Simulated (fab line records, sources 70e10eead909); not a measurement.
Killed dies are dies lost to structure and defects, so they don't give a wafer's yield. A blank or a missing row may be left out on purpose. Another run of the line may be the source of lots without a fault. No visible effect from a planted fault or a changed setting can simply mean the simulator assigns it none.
Matching of chambers :: flow nand harc :: NHARC_A_SLIT_DESCUM_14 on rie diel-02: 4 sister chambers
The step chemistry O2, time 3 s. 8 wafers are shown with their chamber, then 8 later ones without.

WAFERS WITH THEIR CHAMBER
wafer: L080.3
chamber: 0
showerhead plenum p Torr (Torr): 1.86
oes product au (a.u.): 0.995

wafer: L080.5
chamber: 2
showerhead plenum p Torr (Torr): 1.90
oes product au (a.u.): 1.005

wafer: L084.4
chamber: 3
showerhead plenum p Torr (Torr): 1.91
oes product au (a.u.): 0.991

wafer: L084.5
chamber: 0
showerhead plenum p Torr (Torr): 1.86
oes product au (a.u.): 0.999

wafer: L088.2
chamber: 1
showerhead plenum p Torr (Torr): 2.05
oes product au (a.u.): 0.999

wafer: L088.5
chamber: 3
showerhead plenum p Torr (Torr): 1.91
oes product au (a.u.): 0.986

wafer: L088.6
chamber: 2
showerhead plenum p Torr (Torr): 1.90
oes product au (a.u.): 1.016

wafer: L091.2
chamber: 1
showerhead plenum p Torr (Torr): 2.04
oes product au (a.u.): 0.992

WAFERS WITHOUT THEIR CHAMBER
wafer: L091.3
showerhead plenum p Torr (Torr): 1.90
oes product au (a.u.): 0.991

wafer: L091.6
showerhead plenum p Torr (Torr): 1.86
oes product au (a.u.): 0.993

wafer: L092.2
showerhead plenum p Torr (Torr): 1.90
oes product au (a.u.): 1.015

wafer: L092.3
showerhead plenum p Torr (Torr): 1.90
oes product au (a.u.): 1.003

wafer: L092.6
showerhead plenum p Torr (Torr): 1.90
oes product au (a.u.): 0.991

wafer: L095.1
showerhead plenum p Torr (Torr): 1.90
oes product au (a.u.): 0.990

wafer: L095.2
showerhead plenum p Torr (Torr): 1.86
oes product au (a.u.): 1.002

wafer: L095.4
showerhead plenum p Torr (Torr): 1.90
oes product au (a.u.): 1.010

WHICH CHAMBER EACH ONE RAN IN
wafer: L091.3
from the rows above: can't be placed: 3 or 2
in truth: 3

wafer: L091.6
from the rows above: 0
in truth: 0

wafer: L092.2
from the rows above: 2
in truth: 2

wafer: L092.3
from the rows above: 2
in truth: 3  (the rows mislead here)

wafer: L092.6
from the rows above: can't be placed: 3 or 2
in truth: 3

wafer: L095.1
from the rows above: can't be placed: 3 or 2
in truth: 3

wafer: L095.2
from the rows above: 0
in truth: 0

wafer: L095.4
from the rows above: 2
in truth: 2
Correctly placed: 4 of 8. From these rows, 3 cannot be placed; in 3 the true chamber is one of the candidates. Wrongly placed: 1.
How it was worked out, from the rows above alone: a wafer's distance from a chamber is the root of the sum, over the readings, of the square of ((its reading less the chamber's mean) divided by the reading's scatter). If the next closest chamber is less than 2 further off than the closest, the wafer can't be placed; otherwise it belongs to the closest. For every chamber, the mean is computed from those of its wafers that are shown. The scatter: take each reading less its chamber's mean, square it, sum over the shown wafers, divide by the number of wafers less the number of chambers, and take the root.
